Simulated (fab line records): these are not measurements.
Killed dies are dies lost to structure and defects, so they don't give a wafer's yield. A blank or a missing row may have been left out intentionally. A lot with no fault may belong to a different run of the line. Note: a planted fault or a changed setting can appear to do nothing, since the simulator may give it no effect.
Problem report in the 8D (eight disciplines) form, filled by code || flow n5-finfet || the parts of the form that need people (team, actions taken, sign-off) are left out

1. WHAT WENT WRONG
time-to-endpoint-s at N5_BEOL_M5_CMP_52 reads a mean of 0.4 s on 6 wafers of 2 lots; wafers without a fault read 61.3 s with a standard deviation of 2.6. That puts it -23 standard deviations away from the usual mean.
The step: polishes, stops on SiCOH lowk, t overpolish 6.9 s, target thk 62 nm.
The first sign was on wafer L535.2 at day 13 19:27, on cmp-01. The record holds 30 wafers of 10 lots with a number at this step. Rule for "out" (also "out of limits"): further than 4 standard deviations from the usual mean. All remaining wafers that have a number are taken as sound.

2. WHAT IT IS AND WHAT IT IS NOT
{"question": "which readings at this step", "is": "time-to-endpoint-s", "is not": "motor-current-A"}
{"question": "which lots", "is": "L535, L537", "is not": "L527, L528, L529, L533, L534, L539, L545, L546"}
{"question": "which wafers of those lots", "is": "all that have a number", "is not": "-"}
{"question": "read on which tools", "is": "cmp-01, cmp-02", "is not": "cmp-03"}
{"question": "when", "is": "from day 13 19:27", "is not": "up to then (12 sound wafers); but 12 sound wafers of L528, L539, L545, L546 came after"}

3. THE SUSPECTS, EACH WITH WHAT RULES IT OUT
Counting: any tool at a process step up to the reading is kept as a suspect provided that every lot that is out went through it and no sound lot did after the first of them.
- pvd-sputter-01 at N5_BEOL_M5_SPUTTER_88 (material Cu, target thk 15 nm, time 27.62 s): kept. All lots that are out passed through it, beginning with L535 at day 13 17:38, and no sound lot followed; its final sound lot before that point was L533 at day 13 03:07.
- pvd-sputter-01 at N5_BEOL_M5_SPUTTER_90 (material Cu, target thk 4.5 nm, time 8.29 s): kept. All lots that are out passed through it, beginning with L535 at day 13 18:43, and no sound lot followed; its final sound lot before that point was L533 at day 13 04:13.
- ecd-cu-02 at N5_BEOL_M5_ECD_50 (material Cu, target thk 300 nm): ruled out as a lasting fault. Sound lots L539 ran on it after its first lot that is out, L535 (day 13 18:50).
Remaining after the count are pvd-sputter-01 at N5_BEOL_M5_SPUTTER_88 and pvd-sputter-01 at N5_BEOL_M5_SPUTTER_90.

4. THE CAUSE (what the simulator had put in)
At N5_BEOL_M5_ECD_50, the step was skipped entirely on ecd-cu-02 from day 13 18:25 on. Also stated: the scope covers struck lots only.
The count ruled it out by mistake, since the rule takes a fault to strike every lot its tool runs from the start of the fault on, and this one did not do so.

5. THE CHAIN OF EFFECTS, in route order
Rows list readings where the struck wafers' mean (over those with a number) sits beyond 3 standard deviations from the usual. Scope: only readings with a usual standard deviation given in the record; hours: median across lots of the time from each lot's start at the first step in this table that gives one to its start at this step; sigmas: change in usual standard deviations.
{"hours": 0, "step": "N5_BEOL_M5_CMP_52", "reading": "time-to-endpoint-s", "usual": "61.3 s", "on struck wafers": 0.4, "change": -60.9, "sigmas": -23}
{"hours": 92, "step": "N5_PASSIVATION_PROBE_49", "reading": "defect-limited-yield", "usual": "90.8 %", "on struck wafers": 0.0, "change": -90.8, "sigmas": -53}
{"hours": 92, "step": "N5_PASSIVATION_PROBE_49", "reading": "killed_at_M4_up", "usual": 15, "on struck wafers": 1100, "change": "+1084", "sigmas": "+99 or more"}
{"hours": 92, "step": "N5_PASSIVATION_PROBE_49", "reading": "killed-dies", "usual": 109, "on struck wafers": 1180, "change": "+1071", "sigmas": "+54"}
{"hours": 92, "step": "N5_PASSIVATION_PROBE_49", "reading": "killed-on-rim", "usual": 14, "on struck wafers": 152, "change": "+138", "sigmas": "+32"}
{"hours": 92, "step": "N5_PASSIVATION_PROBE_49", "reading": "sort_bin_5_function", "usual": "5.4 %", "on struck wafers": 96.7, "change": "+91.3", "sigmas": "+83"}
{"hours": 92, "step": "N5_PASSIVATION_PROBE_49", "reading": "sort-n-pass", "usual": 1071, "on struck wafers": 0, "change": -1071, "sigmas": -54}
{"hours": 92, "step": "N5_PASSIVATION_PROBE_49", "reading": "sort-yield-pct", "usual": "90.8 %", "on struck wafers": 0.0, "change": -90.8, "sigmas": -53}
Process steps it contains:
- N5_BEOL_M5_CMP_52: polishes, stops on SiCOH lowk, t overpolish 6.9 s, target thk 62 nm.
- N5_PASSIVATION_PROBE_49

6. WHAT WOULD HAVE CAUGHT IT SOONER
In this record the first reading out of limits was taken at day 13 19:27, 1 hour after the fault began at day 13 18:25.
